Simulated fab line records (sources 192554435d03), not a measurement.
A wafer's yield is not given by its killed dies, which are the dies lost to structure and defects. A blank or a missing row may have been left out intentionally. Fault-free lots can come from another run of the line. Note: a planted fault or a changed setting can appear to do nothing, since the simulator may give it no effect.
fab line records    flow n5-finfet
record: lots: 4  wafers: 10  last-day: 17
route steps=1938 shown BEOL_M7@1269 PASSIVATION@1936
lots untouched by any fault: they come from a run of this same line in which no faults occurred
start-h: the number of hours between the record's first day and the start of the first shown wafer of the lot    wait-h: hours from the lot's prior step to this one    " repeats the value in the row above    L1.1+2: a single row standing in for several wafers    - value missing, or start not given    * or withheld: withheld    < > ~ a bound
route shown NAME@n: names a module that has steps shown in the file, with the first one's number in the route    usual: mean and standard deviation over wafers with no fault    same: alike in all rows    chamber/n: place in a boat    sites: the reading at each site    _std_site: their standard deviation    _edge_site: inner sites' mean taken away from outer sites' mean    radius-mm: how far each site lies from the wafer's centre    mask NAME#n: copy n    behind: tool/chamber where the wafer was last shaped    hold: why the lot went on hold/how many hours it stayed there/how the hold came to an end    device: whichever transistor did not switch (one of n, p or np)    end of line: the tests these same wafers got at the end of their route    for a step that has no rows: nothing shown but its recipe    killed: dies lost to structure and defects at the first sort, not the wafer's yield    map: shows each die of a wafer: x if killed, . if not, _ if none is there
set.NAME: the setting the step ran with; set.NAME@STEP: the setting that earlier step ran with    model.NAME: the simulator's own value behind a step, which no gauge read
certain route steps with their lots: each step a table, each wafer a row
services: the hour from which a tool's chamber was out of use, counted from the record's first day as start-h (under 0 if before that day), plus the number of hours and why
== steps ==
step: N5_BEOL_M7_COAT_60
recipe: resist: SiARC  temp-c: 220  time-s: 60  spin-rpm: 1500  resist-thk-nm: 35
step: N5_BEOL_M7_COAT_05
recipe: resist: CAR-ArF  spin-rpm: 1500  resist-thk-nm: 90
step: N5_BEOL_M7_EBR_07
recipe: solvent: PGMEA  ebr-width-mm: 1.5
step: N5_BEOL_M7_SOFTBAKE_06
recipe: temp-c: 110  time-s: 60  resist: CAR-ArF
step: N5_BEOL_M7_EXPOSE_08
recipe: mask-id: M7  na: 1.35  source-shape: dipole  sigma-inner: 0.817  sigma-outer: 0.97  polarization: te  dose-mj: 68.25
step: N5_BEOL_M7_PEB_09
recipe: peb-temp-c: withheld  peb-time-s: 60  resist: CAR-ArF
step: N5_BEOL_M7_DEVELOP_10
recipe: develop-time-s: 30  developer: TMAH  resist: CAR-ArF  rinse-liquid: diw  dry: air-spin  dev-temp-c: 23
step: N5_BEOL_M7_DESCUM_16
recipe: chemistry: O2  time-s: 7.9  source-power-w: 50  bias-power-w: 20  pressure-mtorr: 20  rf-frequency-hz: 2.712e+07  temp-c: 40  resist: CAR-ArF  o2-flow-sccm: 225
step: N5_BEOL_M7_ETCH_61
recipe: chemistry: CF4  target: SiARC  target-depth-a: 455  mask-material: CAR-ArF  time-s: 75.8  ion-energy-ev: 80  pressure-mtorr: 40  source-w: 545  bias-w: 36  Ar_flow_sccm: 100  cf4-flow-sccm: 100  ends: cleared
step: N5_BEOL_M7_ETCH_62
recipe: chemistry: N2/H2  target: SOC  target-depth-a: 1100  overetch-a: 220  mask-material: SiARC  temp-c: 40  time-s: 165  ion-energy-ev: 200  pressure-mtorr: 30  source-w: 840  bias-w: 150  n2-flow-sccm: 200  h2-flow-sccm: 200
usual: drypump-motor-current-A: 5.7/0.5  oes-product-au: 0.66/0.084  rf-vpp-V: 523.8/2.6  showerhead-plenum-p-Torr: 2.54/0.084  throttle-valve-pct: 17.9/0.31
lot.wafer  tool         chamber  start-h  wait-h  drypump-motor-current-A  oes-product-au  rf-hours-counter-h  rf-vpp-V  showerhead-plenum-p-Torr  throttle-valve-pct  model.SiARC_of_BEOL_M7_COAT_60.thk-nm
L973.1     rie-diel-01  3        239.57   0.0     6.6                      0.61            187                 527.5     2.64                      18.2                27.8
L973.3     "            1        "        "       6.6                      0.58            245                 520.2     2.39                      17.6                28.6
L973.5     "            0        "        "       5.6                      0.72            -                   526.4     2.57                      17.5                28.4
L974.1     rie-diel-03  0        243.14   0.0     5.6                      0.60            240                 527.4     2.61                      18.3                28.4
L974.5     "            3        "        "       5.1                      0.60            -                   523.7     2.52                      18.1                28
L974.6     "            0        "        "       5.7                      0.60            -                   527.7     2.61                      18.3                28.2
L980.2     rie-diel-03  1        293.61   0.0     5.7                      0.60            219                 519.5     2.43                      18.2                29.8
L980.5     "            0        "        "       5.6                      0.84            -                   524.4     2.60                      17.8                28.2
L984.3     rie-diel-03  3        321.97   0.0     5.1                      0.59            242                 522.8     2.52                      18.2                28.2
L984.4     "            2        "        "       5.3                      0.80            17                  525.2     2.58                      17.5                29.8
step: N5_BEOL_M7_STRIP_68
recipe: chemistry: N2/H2  temp-c: 40  n2-flow-sccm: 200  h2-flow-sccm: 200  rf-frequency-hz: 6e+07
step: N5_BEOL_M7_STRIP_67
recipe: chemistry: CF4  resist: SiARC  power-w: 300  bias-power-w: 75  pressure-mtorr: 50  cf4-flow-sccm: 150  rf-frequency-hz: 6e+07
step: N5_BEOL_M7_HM_OPEN_17
recipe: chemistry: Cl2/BCl3  target-depth-a: 200  overetch-a: 60  target: TiN  mask-material: SOC  ion-energy-ev: 150  pressure-mtorr: 10  icp-w: 1000  bias-w: 126  Cl2_flow_sccm: 53.25  bcl3-flow-sccm: 21.75  Ar_flow_sccm: 25
step: N5_BEOL_M7_STRIP_19
recipe: chemistry: O2  power-w: 400  temp-c: 40  pressure-mtorr: 30  rf-frequency-hz: 6e+07  bias-power-w: 0  overash-fraction: 0.2  o2-flow-sccm: 225
step: N5_BEOL_M7_COAT_63
recipe: resist: SOC  temp-c: 250  time-s: 60  spin-rpm: 1500  resist-thk-nm: 60
step: N5_BEOL_M7_COAT_64
recipe: resist: SiARC  temp-c: 220  time-s: 60  spin-rpm: 1500  resist-thk-nm: 12
step: N5_BEOL_M7_COAT_71
recipe: resist: underlayer  temp-c: 205  time-s: 60  spin-rpm: 1500  resist-thk-nm: 5
step: N5_BEOL_M7_COAT_22
recipe: resist: CAR-EUV  spin-rpm: 1500  resist-thk-nm: 30
step: N5_BEOL_M7_EBR_24
recipe: solvent: PGMEA  ebr-width-mm: 1.5
step: N5_BEOL_M7_SOFTBAKE_23
recipe: temp-c: 110  time-s: 60  resist: CAR-EUV
step: N5_BEOL_M7_EXPOSE_25
recipe: mask-id: V6  na: 0.33  source-shape: annular  sigma-inner: 0.4  sigma-outer: 0.8  polarization: unpolarized  target-cd-nm: 40  dose-mj: 42.5
step: N5_BEOL_M7_PEB_26
recipe: peb-temp-c: 100  peb-time-s: 60  resist: CAR-EUV
step: N5_BEOL_M7_DEVELOP_27
recipe: develop-time-s: 30  developer: TMAH  resist: CAR-EUV  rinse-liquid: surfactant-rinse  dry: air-spin  dev-temp-c: 23
step: N5_BEOL_M7_DESCUM_33
recipe: chemistry: O2  time-s: 7  source-power-w: 50  bias-power-w: 20  pressure-mtorr: 20  rf-frequency-hz: 2.712e+07  temp-c: 40  resist: CAR-EUV  o2-flow-sccm: 225
step: N5_BEOL_M7_ETCH_72
recipe: chemistry: N2/H2  target: underlayer  target-depth-a: 65  mask-material: CAR-EUV  time-s: 5.2  ion-energy-ev: 200  pressure-mtorr: 30  source-w: 840  bias-w: 150  n2-flow-sccm: 200  h2-flow-sccm: 200  ends: cleared
step: N5_BEOL_M7_ETCH_65
recipe: chemistry: CF4  target: SiARC  target-depth-a: 156  mask-material: CAR-EUV  time-s: 26  ion-energy-ev: 80  pressure-mtorr: 40  source-w: 545  bias-w: 36  Ar_flow_sccm: 100  cf4-flow-sccm: 100  ends: cleared
step: N5_BEOL_M7_ETCH_66
recipe: chemistry: N2/H2  target: SOC  target-depth-a: 800  overetch-a: 160  mask-material: SiARC  temp-c: 40  time-s: 120  ion-energy-ev: 200  pressure-mtorr: 30  source-w: 840  bias-w: 150  n2-flow-sccm: 200  h2-flow-sccm: 200
step: N5_BEOL_M7_STRIP_69
recipe: chemistry: N2/H2  temp-c: 40  n2-flow-sccm: 200  h2-flow-sccm: 200  rf-frequency-hz: 6e+07
step: N5_BEOL_M7_STRIP_73
recipe: chemistry: N2/H2  temp-c: 40  n2-flow-sccm: 200  h2-flow-sccm: 200  rf-frequency-hz: 6e+07
step: N5_BEOL_M7_VIA_ETCH_34
recipe: chemistry: C4F6/O2  target: SiCOH_lowk  target-depth-a: 1255  mask-material: SOC  taper-deg: 4  time-s: 50.5  ion-energy-ev: 250  pressure-mtorr: 30  source-w: 345  bias-w: 185  Ar_flow_sccm: 300  C4F6_flow_sccm: 10  O2_flow_sccm: 10
step: N5_BEOL_M7_STRIP_76
recipe: chemistry: C4F6/O2  resist: SiARC  rf-frequency-hz: 6e+07
step: N5_BEOL_M7_STRIP_36
recipe: chemistry: N2/H2  power-w: 450  temp-c: 40  pressure-mtorr: 20  rf-frequency-hz: 6e+07  overash-fraction: 0.3  bias-power-w: 7  h2-frac: 0.5  n2-flow-sccm: 200  h2-flow-sccm: 200
step: N5_BEOL_M7_TRENCH_ETCH_37
recipe: chemistry: C4F6/O2  target-depth-a: 934.78  target: SiCOH_lowk  time-s: 31.2  ion-energy-ev: 250  pressure-mtorr: 30  source-w: 345  bias-w: 185  Ar_flow_sccm: 300  C4F6_flow_sccm: 10  O2_flow_sccm: 10
step: N5_BEOL_M7_ETCH_41
recipe: chemistry: CH3F/O2  target: SiCN  target-depth-a: 319  taper-deg: 2  time-s: 57.8  ion-energy-ev: 120  mask-material: TiN  pressure-mtorr: 30  source-w: 395  bias-w: 75  Ar_flow_sccm: 150  CH3F_flow_sccm: 30  O2_flow_sccm: 20
step: N5_BEOL_M7_STRIP_80
recipe: chemistry: N2/H2  time-s: 10  power-w: 450  temp-c: 40  pressure-mtorr: 20  rf-frequency-hz: 6e+07  bias-power-w: 7  n2-flow-sccm: 200  h2-flow-sccm: 200
step: N5_PASSIVATION_PROBE_49
usual: defect-limited-yield: 91.1/1.5  killed_at_M0_to_M3: 37/11  killed_at_M4_up: 13/5.6  killed-at-contacts: 12/5.6  killed-at-front-end: 39/11  killed-at-other: 4/3.1  killed-dies: 105/18  killed-open: 69/13  killed-short: 35/7.4  sort_bin_5_function: 5.1/0.92  sort_bin_6_memory: 3.4/0.76  sort-n-pass: 1075/18  sort-yield-pct: 91.1/1.5
same: gross-dies: 1180  killed-at-back-side: 0  sort_bin_4_leakage[%]: 0  sort_bin_8_speed[%]: 0
lot.wafer  tool       chamber  start-h  wait-h  defect-limited-yield[%]  killed_at_M0_to_M3  killed_at_M4_up  killed-at-contacts  killed-at-front-end  killed-at-other  killed-dies  killed-open  killed-short  sort_bin_5_function[%]  sort_bin_6_memory[%]  sort-n-pass  sort-yield-pct[%]
L980.2     prober-02  -        390.24   0.1     91.0                     36                  38               6                   24                   2                106          59           29            5.9                     2.8                   1074         91.0
L980.5     prober-02  -        390.39   0.2     90.8                     39                  9                15                  44                   1                108          70           35            5.5                     2.9                   1072         90.8
L984.4     prober-02  -        407.03   0.2     89.5                     38                  37               9                   37                   3                124          77           29            7.4                     3.1                   1056         89.5
killed by level:class
L980.2 BEOL_M7:area-etch=15 BEOL_M0_SAQP:geometric-particle:short=10 BEOL_M4:geometric-particle:open=8 BEOL_M0_SAQP:geometric-particle:open=6 BEOL_M3:geometric-particle:open=6 BEOL_M5:geometric-particle:open=6 MOL_CONTACT_COAG:geometric-particle:open=5 STARTING-WAFER:geometric-particle:open=5
L980.5 BEOL_M2:geometric-particle:open=12 MOL_CONTACT_COAG:geometric-particle:open=11 STI_FIN_REVEAL:geometric-particle:open=9 BEOL_M3:geometric-particle:open=8 FIN_SAQP:geometric-particle:open=6 FIN_SAQP:geometric-particle:short=6 BEOL_M0_SAQP:geometric-particle:short=5 BEOL_M0_SAQP:geometric-particle:open=5
L984.4 BEOL_M1:geometric-particle:open=17 BEOL_M7:area-etch=17 BEOL_M4:geometric-particle:open=15 FIN_SAQP:geometric-particle:short=8 MOL_CONTACT_COAG:geometric-particle:open=6 STI_FIN_REVEAL:geometric-particle:open=6 DUMMY_GATE:geometric-particle:open=6 BEOL_M0_SAQP:geometric-particle:short=5
map L980.5 (x killed, . not)
_________________..x.........________________
______________.................._____________
___________...........x............__________
__________....x...........x........._________
________..x............x.............._______
_______..x..xx..............x.x.x..x...______
______x.x...................xx.........._____
_____.x......xx..x...........xx..........____
____..........x.x...............x.......x.___
___...........x.xx......x..............x...__
___...................x....................__
__...x.................x..x................x_
__.......x..x.....x..........x........x....._
_..........x....x.....................x......
_.....x.......................x.....x......x.
_.....x...x...x.....x............xx.......x..
_x............xx..................x.......xx.
_................x.............x.x...........
_......................x................x....
_.............xx.x.............x..x..x....x..
_......................x.....................
__x.................x......................._
__....x........................x............_
___......................x.................__
___..........x...x...x.....x....x......x...__
____............x.........xx..........x...___
_____....................................____
______.....................x............_____
_______.....x...........x.......x.x....______
________.....x.......x.x.x....x.x....._______
__________.........................._________
___________..x.x..x..x......x......__________
______________..x.......x......._____________
_________________............________________
map L984.4 (x killed, . not)
_________________......x.....________________
______________.......x.....x...._____________
___________........................__________
__________.............x............_________
________.................x.x.....x...._______
_______.................xx..x..........______
______.x...x..........x....x............_____
_____...................x.........x......____
____.........x..............x......x......___
___.....................xx.................__
___......x..............x..................__
__....x.......x.............x........xx....._
__....x.......x...........x........x........_
_...............................x....x.......
_...........x.........x.........x.x......x.x.
_x.......x...x.x..x.....x...x........xx......
_............x................x.......x..x...
_...x...................................x....
_...xx...............xx.......x..............
_.x...x.....x......x.....x..x............x...
_...............x..x.........................
__..x................x.xx....xxxx......x..x._
__......x..........x..xx...x......x....x...x_
___xx..x.x...x..x...................x....xx__
___...x......x...........x........xx.......__
____........................x.....x...x...___
_____..x....x.................x..........____
______.................................._____
_______....x........................x..______
________.....x...x..x.x............xx._______
__________...x......x..x............_________
___________..x........x............__________
______________x...........xxx..._____________
_________________............________________
== services ==
tool         chamber  start-h  hours  kind
rie-diel-01  3        218.89   5.0    repair
rie-diel-01  2        237.75   12.4   repair
rie-diel-03  2        244.14   -      clean
rie-diel-03  2        244.14   -      consumable-replace:focus-ring
rie-diel-03  2        244.14   16.8   scheduled-down
rie-diel-03  2        244.14   16.8   vent-cycle
rie-diel-01  2        250.55   -      clean
rie-diel-01  2        250.55   -      consumable-replace:focus-ring
rie-diel-01  2        250.55   18.5   scheduled-down
rie-diel-01  2        250.55   18.5   vent-cycle
rie-diel-01  1        269.04   -      clean
rie-diel-01  1        269.04   -      consumable-replace:focus-ring
rie-diel-01  1        269.04   -      consumable-replace:showerhead
rie-diel-01  1        269.04   21.5   scheduled-down
rie-diel-01  1        269.04   21.5   vent-cycle
rie-diel-03  0        270.19   -      clean
rie-diel-03  0        270.19   -      consumable-replace:focus-ring
rie-diel-03  0        270.19   14.2   scheduled-down
rie-diel-03  0        270.19   14.2   vent-cycle
== key ==
first-sign: step: N5_PASSIVATION_PROBE_49  reading: killed_at_M4_up  direction: up  sigmas: 4.3  usual: 13  struck: 38
effect none on later readings
model-effect: step: N5_BEOL_M7_ETCH_62  value: SiARC_of_BEOL_M7_COAT_60.thk-nm  without: 28.2  struck: 29.8
met-at N5_BEOL_M7_ETCH_62
struck-wafers L980.2,L984.4
onset-between 243.14 293.61
fault: kind: process-parameter-drift  tool: rie-diel-03  chamber: -  onset-h: 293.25  steps: N5_BEOL_M7_ETCH_62  channel: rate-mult  offset: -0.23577  shape: step  end-h: 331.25  scope: struck-wafers-only
